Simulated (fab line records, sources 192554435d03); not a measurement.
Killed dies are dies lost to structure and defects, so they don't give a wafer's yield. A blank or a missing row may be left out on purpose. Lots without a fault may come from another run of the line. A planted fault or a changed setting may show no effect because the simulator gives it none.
Chamber matching | flow n5_finfet | N5_FIN_CUT_ETCH_20 on rie_diel-02: 4 sister chambers
The step etches SiARC in CF4, target depth 26 nm, time 43.3 s. 8 wafers are shown with their chamber, then 7 later ones without.

WAFERS WITH THEIR CHAMBER
wafer  | chamber | etch_rf_on_time_s (s) | throttle_valve_pct (%)
L079.5 | 3       | 42.2                  | 15.82
L081.4 | 1       | 44.9                  | 15.77
L081.6 | 0       | 45.3                  | 15.95
L086.1 | 2       | 44.8                  | 15.57
L086.4 | 3       | 42.1                  | 15.35
L086.5 | 2       | 45.1                  | 15.56
L090.1 | 0       | 44.6                  | 15.97
L090.3 | 1       | 45.2                  | 15.79

WAFERS WITHOUT THEIR CHAMBER
wafer  | etch_rf_on_time_s (s) | throttle_valve_pct (%)
L090.6 | 44.8                  | 15.81
L092.2 | 44.4                  | 15.59
L092.3 | 44.4                  | 15.80
L092.6 | 44.4                  | 15.97
L093.1 | 44.7                  | 16.00
L093.3 | 44.4                  | 15.59
L093.5 | 44.4                  | 15.58

WHICH CHAMBER EACH WENT THROUGH
wafer  | from the rows above          | in truth
L090.6 | can't be placed: 1 or 0 or 2 | 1
L092.2 | can't be placed: 2 or 1 or 0 | 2
L092.3 | can't be placed: 0 or 1 or 2 | 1
L092.6 | can't be placed: 0 or 1 or 2 | 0
L093.1 | can't be placed: 0 or 1 or 2 | 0
L093.3 | can't be placed: 2 or 1 or 0 | 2
L093.5 | can't be placed: 2 or 1 or 0 | 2
Placed correctly: 0 of 7. Can't be placed from these rows: 7 (the true chamber is among the candidates in 7). Placed wrongly: 0.
How it was worked out, from the rows above alone: a wafer's distance from a chamber is the root of the sum, over the readings, of the square of ((its reading less the chamber's mean) divided by the reading's scatter). The wafer belongs to the nearest chamber; if the next one is less than 2 further off, it can't be placed. A chamber's mean is the mean of its shown wafers. The scatter: the root of (the sum of the squares of (reading less its chamber's mean) over the shown wafers, divided by (wafers less chambers)).
